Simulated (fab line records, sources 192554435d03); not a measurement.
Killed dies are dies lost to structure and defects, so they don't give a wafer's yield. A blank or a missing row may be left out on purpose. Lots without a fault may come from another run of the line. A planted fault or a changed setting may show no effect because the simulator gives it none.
fab line records | flow n5_finfet | part 2 of 2: steps 24 to 35 of 35
record lots=5 wafers=15 last_day=17
route steps=1938 shown DUMMY_REMOVAL@384 HKMG_FIN@385
lots that met no fault: from a run of the same line without faults
start_h: hours from the record's first day to the start of the lot's first wafer shown | wait_h: hours since the lot's step before | " the same as in the row above | L1.1+2: a row that stands for several wafers | - no value, or no start given | * or withheld: withheld | < > ~ a bound
route shown NAME@n: a module of which the file shows steps, and the number in the route of the first | usual: mean/standard deviation of fault-free wafers | same: alike in all rows | chamber/n: place in a boat | sites: the reading at each site | _std_site: their standard deviation | _edge_site: outer sites' mean less inner sites' | radius_mm: how far each site lies from the wafer's centre | mask NAME#n: copy n | behind: the tool/chamber that last shaped the wafer | hold: why the lot was held/for how many hours/how that ended | device: the transistor (n, p or np) that didn't switch | end of line: the same wafers' tests at the end of the route | a step without rows: its recipe alone | killed: dies lost to structure and defects at the first sort, not the wafer's yield | map: a wafer's dies, x killed, . not, _ none there
set.NAME: the setting as run; set.NAME@STEP: as run at that earlier step | model.NAME: the simulator's own value behind a step, which no gauge read
lots at some steps of the route; a table a step, a row a wafer
services: from which hour (start_h, from the record's first day; less than 0 if before it) a tool's chamber was out of use, for how many hours, and why
## steps
# step N5_HKMG_FIN_STRIP_93
# recipe chemistry=N2/H2 material=SOC time_s=20 power_w=500 temp_c=40 pressure_mtorr=50 rf_frequency_hz=6e+07 bias_power_w=8 h2_frac=0.5 n2_flow_sccm=300 h2_flow_sccm=300
# usual drypump_motor_current_A=6.0/0.33 oes_product_au=0.80/0.086 rf_vpp_V=54.3/0.83 showerhead_plenum_p_Torr=3.39/0.15 throttle_valve_pct=18.99/0.22
# columns lot.wafer tool chamber start_h wait_h drypump_motor_current_A oes_product_au rf_hours_counter_h rf_vpp_V showerhead_plenum_p_Torr throttle_valve_pct
L075.2 rie_diel-02 2 79.94 0.2 6.4 0.69 215 54.9 3.33 19.43
L075.3 " 3 " " 5.9 0.76 153 53.9 3.50 19.07
L075.6 " 3 " " 5.9 0.76 - 53.2 3.50 19.08
L084.3 rie_diel-04 3 134.10 0.2 6.0 0.74 185 53.2 3.34 18.99
L084.4 " 1 " " 6.1 0.73 195 54.6 3.19 18.80
L084.6 " 3 " " 6.0 0.75 - 54.0 3.34 18.99
L087.2 rie_diel-04 0 155.70 0.2 6.4 0.91 35 55.7 3.55 18.95
L087.3 " 1 " " 6.1 0.73 201 54.4 3.19 18.81
L087.4 " 2 " " 6.1 0.87 47 53.6 3.28 19.15
L090.2 rie_diel-05 1 166.35 0.2 5.4 0.76 134 54.3 3.11 19.20
L090.3 " 3 " " 6.3 0.70 235 54.8 3.46 19.45
L090.6 " 3 " " 6.3 0.71 - 53.6 3.46 19.45
L091.1 rie_diel-02 3 175.04 0.2 5.9 0.73 185 55.8 3.48 19.14
L091.2 " 2 " " 6.4 0.67 243 54.1 3.31 19.48
L091.6 " 2 " " 6.4 0.66 - 54.5 3.31 19.48
# step N5_HKMG_FIN_WET_ETCH_76
# recipe chemistry=dNH4OH mix=1:50 temp_c=25 target=Al2O3 stop_on=La2O3 target_depth_nm=2.25 dry=ipa_marangoni rinse_time_s=30 rinse_temp_c=23
# columns lot.wafer tool chamber start_h wait_h
L075.2+3+6 wet_bench-05 0,6,1 80.03 0.1
L084.3+4+6 wet_bench-05 2,0,5 134.18 0.1
L087.2+3+4 wet_bench-06 3,1,0 155.78 0.1
L090.2+3+6 wet_bench-05 6,0,5 166.43 0.1
L091.1+2+6 wet_bench-05 3,0,4 175.12 0.1
# step N5_HKMG_FIN_STRIP_60
# recipe chemistry=N2/H2 power_w=2500 temp_c=300 h2_frac=0.65 time_s=360 pressure_mtorr=withheld n2_flow_sccm=1750 h2_flow_sccm=3250
# usual drypump_motor_current_A=5.34/0.25 heater_power_w=487/22
# columns lot.wafer tool chamber start_h wait_h drypump_motor_current_A heater_power_w rf_hours_counter_h
L075.2 plasma_asher-01 1 80.10 0.0 5.59 507 88
L075.3 " 1 " " 5.60 512 -
L075.6 " 1 " " 5.61 511 -
L084.3 plasma_asher-02 1 134.37 0.1 5.51 501 -
L084.4 " 0 " " 5.19 473 -
L084.6 " 0 " " 5.19 480 -
L087.2 plasma_asher-02 1 155.85 0.0 5.52 503 49
L087.3 " 0 " " 5.23 480 -
L087.4 " 1 " " 5.51 506 -
L090.2 plasma_asher-02 0 166.50 0.0 5.23 463 52
L090.3 " 1 " " 5.53 503 -
L090.6 " 1 " " 5.51 503 -
L091.1 plasma_asher-01 1 175.19 0.0 5.65 519 105
L091.2 " 0 " " 4.98 447 105
L091.6 " 1 " " 5.64 496 -
# step N5_HKMG_FIN_WET_ETCH_77
# recipe chemistry=dHCl mix=1:10000 temp_c=25 target=La2O3 stop_on=HfO2 target_depth_nm=2
# columns lot.wafer tool chamber start_h wait_h
L075.2+3+6 wet_bench-05 1,5,2 80.49 0.3
L084.3+4+6 wet_bench-05 7,3,5 134.63 0.1
L087.2+3+4 wet_bench-05 6,4,5 156.23 0.3
L090.2+3+6 wet_bench-06 5,4,6 166.88 0.3
L091.1+2+6 wet_bench-01 2,3,1 175.59 0.3
# step N5_HKMG_FIN_WET_ETCH_78
# recipe chemistry=dNH4OH mix=1:50 temp_c=25 target=Al2O3 stop_on=La2O3 target_depth_nm=4.5 dry=ipa_marangoni rinse_time_s=30 rinse_temp_c=23
# columns lot.wafer tool chamber start_h wait_h
L075.2+3+6 wet_bench-05 1,5,2 80.52 0.0
L084.3+4+6 wet_bench-05 7,3,5 134.66 0.0
L087.2+3+4 wet_bench-05 6,4,5 156.26 0.0
L090.2+3+6 wet_bench-06 5,4,6 166.91 0.0
L091.1+2+6 wet_bench-01 2,3,1 175.62 0.0
# step N5_HKMG_FIN_ALD_79
# recipe material=TiN target_thk_a=15 temp_c=400 ald_precursor_family=TiCl4 ald_co_reactant=NH3 pulse_time_s=1 purge_time_s=3 co_reactant_purge_time_s=2 co_reactant_pulse_time_s=2 ald_cycles=68 pressure_torr=3
# usual heater_power_w=879/100 precursor_pulse_height_rel=0.999/0.021
# columns lot.wafer tool chamber start_h wait_h heater_power_w precursor_pulse_height_rel
L075.2 ald_metal-01 0 80.60 0.0 697 0.967
L075.3 " 2 " " 999 0.991
L075.6 " 3 " " 699 0.980
L084.3 ald_metal-02 0 134.74 0.0 1060 1.003
L084.4 " 2 " " 918 1.010
L084.6 " 2 " " 951 0.971
L087.2 ald_metal-02 2 156.33 0.0 936 0.963
L087.3 " 3 " " 877 1.044
L087.4 " 0 " " 1060 1.008
L090.2 ald_metal-01 0 166.98 0.0 725 0.997
L090.3 " 3 " " 720 0.999
L090.6 " 0 " " 703 1.021
L091.1 ald_metal-02 3 175.69 0.0 879 1.004
L091.2 " 2 " " 924 1.014
L091.6 " 2 " " 949 1.026
# step N5_HKMG_FIN_CVD_62
# recipe material=a-Si target_thk_a=30 temp_c=500 precursor=Si2H6 pressure_torr=1 time_s=20.8
# usual heater_power_w=1455/200
# columns lot.wafer tool chamber start_h wait_h heater_power_w
L075.2 thermal_cvd_si-01 1 80.96 0.2 1307
L075.3 " 2 " " 1420
L075.6 " 2 " " 1423
L084.3 thermal_cvd_si-02 0 135.10 0.2 1742
L084.4 " 2 " " 1477
L084.6 " 1 " " 1662
L087.2 thermal_cvd_si-01 0 156.70 0.2 1125
L087.3 " 1 " " 1327
L087.4 " 1 " " 1357
L090.2 thermal_cvd_si-02 2 167.34 0.2 1504
L090.3 " 0 " " 1697
L090.6 " 1 " " 1614
L091.1 thermal_cvd_si-01 2 176.05 0.2 1400
L091.2 " 1 " " 1329
L091.6 " 1 " " 1337
# step N5_HKMG_FIN_RTA_80
# recipe temp_c=withheld time_s=2 ambient=N2 idle_temp_c=600 ramp_up_c_per_s=150 ramp_down_c_per_s=60 cool_to_c=600
# columns lot.wafer tool chamber start_h wait_h
L075.2+3+6 rtp_anneal-02 0 81.11 0.1
L084.3+4+6 rtp_anneal-02 0 135.27 0.1
L087.2+3+4 rtp_anneal-01 0 156.85 0.1
L090.2+3+6 rtp_anneal-02 0 167.70 0.3
L091.1+2+6 rtp_anneal-01 0 176.18 0.1
# step N5_HKMG_FIN_PRECLEAN_64
# recipe chemistry=dHF time_s=30 temp_c=25 dilution=withheld
# columns lot.wafer tool chamber start_h wait_h
L075.2+3+6 wet_bench-01 1,3,2 81.24 0.1
L084.3+4+6 wet_bench-05 7,4,5 135.38 0.1
L087.2+3+4 wet_bench-05 7,3,2 156.98 0.1
L090.2+3+6 wet_bench-06 5,4,6 167.83 0.1
L091.1+2+6 wet_bench-05 0,7,6 176.33 0.1
# step N5_HKMG_FIN_WET_ETCH_65
# recipe chemistry=TMAH temp_c=70 conc_wt_pct=5 target=a-Si stop_on=TiN time_s=49 target_depth_nm=3
# columns lot.wafer tool chamber start_h wait_h
L075.2+3+6 wet_bench-01 1,3,2 81.25 0.0
L084.3+4+6 wet_bench-05 7,4,5 135.39 0.0
L087.2+3+4 wet_bench-05 7,3,2 156.99 0.0
L090.2+3+6 wet_bench-06 5,4,6 167.84 0.0
L091.1+2+6 wet_bench-05 0,7,6 176.34 0.0
# step N5_HKMG_FIN_WET_ETCH_81
# recipe chemistry=SC1 target=TiN stop_on=HfO2 mix=1:1:5 temp_c=60 time_s=57 target_depth_nm=6
# columns lot.wafer tool chamber start_h wait_h
L075.2+3+6 wet_bench-01 1,3,2 81.26 0.0
L084.3+4+6 wet_bench-05 7,4,5 135.40 0.0
L087.2+3+4 wet_bench-05 7,3,2 157.00 0.0
L090.2+3+6 wet_bench-06 5,4,6 167.85 0.0
L091.1+2+6 wet_bench-05 0,7,6 176.35 0.0
# step N5_HKMG_FIN_WET_ETCH_82
# recipe chemistry=dHCl mix=1:10000 temp_c=25 target=La2O3 stop_on=HfO2 target_depth_nm=2 dry=ipa_marangoni rinse_time_s=30 rinse_temp_c=23
# columns lot.wafer tool chamber start_h wait_h
L075.2+3+6 wet_bench-01 1,3,2 81.29 0.0
L084.3+4+6 wet_bench-05 7,4,5 135.44 0.0
L087.2+3+4 wet_bench-05 7,3,2 157.03 0.0
L090.2+3+6 wet_bench-06 5,4,6 167.88 0.0
L091.1+2+6 wet_bench-05 0,7,6 176.38 0.0
## services
# columns tool chamber start_h hours kind
arfi_scanner-01 - 55.10 1.0 pm
arfi_scanner-01 - 60.37 1.3 pm
rie_diel-05 2 60.80 8.2 repair
plasma_asher-01 - 66.22 1.2 repair
ald_metal-02 3 68.09 3.5 repair
arfi_scanner-01 - 83.06 1.0 pm
rie_diel-02 - 85.35 0.4 repair
ald_metal-01 3 91.81 9.8 repair
ald_hk-01 - 92.13 8.7 pm
arfi_scanner-01 - 92.21 0.4 repair
thermal_cvd_si-01 - 92.24 1.0 repair
wet_bench-04 - 95.33 4.9 repair
ald_metal-01 - 100.38 0.9 repair
arfi_scanner-01 - 108.54 24.0 pm
rie_diel-02 2 113.74 6.6 repair
thermal_cvd_si-01 - 122.62 2.8 pm
ald_metal-01 - 131.81 8.7 pm
thermal_cvd_si-02 0 144.70 2.3 repair
thermal_cvd_si-01 1 148.94 7.1 repair
arfi_scanner-01 - 154.54 0.4 repair
thermal_cvd_si-02 1 156.55 9.5 repair
thermal_cvd_si-01 - 156.94 1.5 repair
thermal_cvd_si-01 2 162.47 7.0 repair
arfi_scanner-01 - 162.62 0.8 pm
